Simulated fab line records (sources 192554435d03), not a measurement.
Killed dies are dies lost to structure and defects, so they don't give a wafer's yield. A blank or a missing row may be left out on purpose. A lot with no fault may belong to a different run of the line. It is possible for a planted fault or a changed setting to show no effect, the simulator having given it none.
Chamber matching + flow n5 finfet + pecvd-01 running N5_BEOL_M1_DEP_57: 3 sister chambers
The step deposits SiCN from 3MS/NH3, target thk 8 nm, time 14 s. 6 wafers are shown with their chamber, then 7 later ones without.

EACH WAFER AND ITS CHAMBER
| wafer  | chamber | throttle valve pct (%) | showerhead plenum p Torr (Torr) |
|--------|---------|------------------------|---------------------------------|
| L078.4 | 1       | 9.9                    | 3.667                           |
| L082.2 | 0       | 10.3                   | 3.659                           |
| L082.3 | 2       | 8.7                    | 3.657                           |
| L082.4 | 2       | 8.4                    | 3.664                           |
| L089.4 | 1       | 9.8                    | 3.669                           |
| L089.5 | 0       | 10.5                   | 3.638                           |

WAFERS WITH NO CHAMBER GIVEN
| wafer  | throttle valve pct (%) | showerhead plenum p Torr (Torr) |
|--------|------------------------|---------------------------------|
| L089.6 | 8.5                    | 3.652                           |
| L090.2 | 10.3                   | 3.668                           |
| L090.3 | 10.2                   | 3.645                           |
| L090.6 | 10.2                   | 3.663                           |
| L092.1 | 9.8                    | 3.645                           |
| L092.4 | 10.4                   | 3.648                           |
| L092.5 | 10.1                   | 3.660                           |

EACH ONE'S CHAMBER
| wafer  | from the rows above     | in truth |
|--------|-------------------------|----------|
| L089.6 | 2                       | 2        |
| L090.2 | can't be placed: 0 or 1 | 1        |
| L090.3 | 0                       | 0        |
| L090.6 | can't be placed: 0 or 1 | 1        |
| L092.1 | can't be placed: 1 or 0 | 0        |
| L092.4 | 0                       | 0        |
| L092.5 | can't be placed: 1 or 0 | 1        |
Placed correctly: 3 of 7. These rows do not allow placing 4 (true chamber among the candidates in 4). Number placed wrongly: 0.
How it was worked out, from the rows above alone: a wafer's distance from a chamber is the root of the sum, over the readings, of the square of ((its reading less the chamber's mean) divided by the reading's scatter). If the next closest chamber is less than 2 further off than the closest, the wafer can't be placed; otherwise it belongs to the closest. The mean given for a chamber averages the wafers shown for that chamber. The scatter is the square root of a quotient: the sum, over the shown wafers, of each reading's squared deviation from its chamber's mean, divided by wafers minus chambers.
